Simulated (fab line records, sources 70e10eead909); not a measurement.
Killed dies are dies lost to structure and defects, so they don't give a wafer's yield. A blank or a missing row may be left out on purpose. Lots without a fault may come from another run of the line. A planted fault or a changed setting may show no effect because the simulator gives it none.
A struck lot beside a sound one | flow nand_harc | 14 steps out of a route of 1159
Sound: wafers L731.4, L731.5, L731.6. Struck: wafers L743.3, L743.6. (L743.2 of the same lot was not struck and is left out.) The cause comes at the end.
At each step with rows: each side's tool, then ch and its chambers, then its first start. Under that, the readings that differ: sound wafers | struck wafers | difference of the means | sigmas: that difference in standard deviations of wafers without a fault.
alike: readings whose means differ by less than 2 such deviations, and words and numbers that are the same on both sides. not compared: withheld readings, readings that some wafer has no value for, bounds like >300 that may hide the same value, and numbers for which the record gives no deviation and whose values overlap.
The two part at a step that has a row with sigmas, a row that says differs or no value, or rows on one side only. Numbers that don't overlap but have no deviation are shown without sigmas and don't part them. A reading that every wafer of one side lacks parts them only if that side has two wafers or more.

NHARC_A_ZERO_WELL_INSPECT_17:
  sound on defect_inspect-01, day 9 00:54; struck on defect_inspect-02, day 11 21:01
  alike: raw_defect_count
then, 3 steps without rows for these wafers: NHARC_A_SOURCE_PLATE_PRECLEAN_00 (cleans in HF-LAST, time 60 s); NHARC_A_SOURCE_PLATE_SRD_01; NHARC_A_SOURCE_PLATE_OXIDE_02 (material SiO2, target thk 10 nm, ox time 1362 s).
NHARC_A_SOURCE_PLATE_THK_MEAS_09: measures by ellipsometry.
  sound on film_metro-02, day 9 07:44; struck on film_metro-01, day 12 04:24
  alike: thk_nm
then, 3 steps without rows for these wafers: NHARC_A_SOURCE_PLATE_PVD_04 (deposits WSi2, target thk 50 nm); NHARC_A_SOURCE_PLATE_CVD_03 (deposits poly-Si, target thk 200 nm, time 4000 s); NHARC_A_SOURCE_PLATE_ANNEAL_05 (time 1800 s).
NHARC_A_SOURCE_PLATE_THK_MEAS_06: measures by ellipsometry.
  sound on film_metro-02, day 9 20:44; struck on film_metro-02, day 12 17:43
  alike: thk_nm
NHARC_A_SOURCE_PLATE_INSPECT_08:
  sound on defect_inspect-01, day 9 20:49; struck on defect_inspect-02, day 12 17:46
  alike: raw_defect_count
NHARC_A_ONON_D1_DEP_00: target thk 1000 nm.
  sound on pecvd_onon-02 ch 0, day 9 21:04; struck on pecvd_onon-03 ch 0, day 12 17:54
  alike: n2_flow_sccm
NHARC_A_ONON_D1_THK_MEAS_02: measures by ellipsometry.
  sound on film_metro-01, day 9 21:24; struck on film_metro-01, day 12 18:21
  reading     | sound          | struck  | difference | sigmas
  thk_nm (nm) | 1007 1003 1004 | 459 458 | -546       | -70
then, 1 step without rows for these wafers: NHARC_A_ONON_D1_DEP_03 (target thk 1000 nm).
-- the record jumps here: 12 days lie between the struck wafers' starts before and after (it left off in module A_ONON_D1 and takes up again in module END, whose first step shown is number 1159 of the route) --
NHARC_END_SORT_01:
  the record has rows for the struck wafers here (prober-01 ch 0, day 24 11:16) and none for the sound ones

WHERE THEY PART
First at NHARC_A_ONON_D1_THK_MEAS_02; last, within this record, at NHARC_END_SORT_01.

WHY: what the simulator had put in
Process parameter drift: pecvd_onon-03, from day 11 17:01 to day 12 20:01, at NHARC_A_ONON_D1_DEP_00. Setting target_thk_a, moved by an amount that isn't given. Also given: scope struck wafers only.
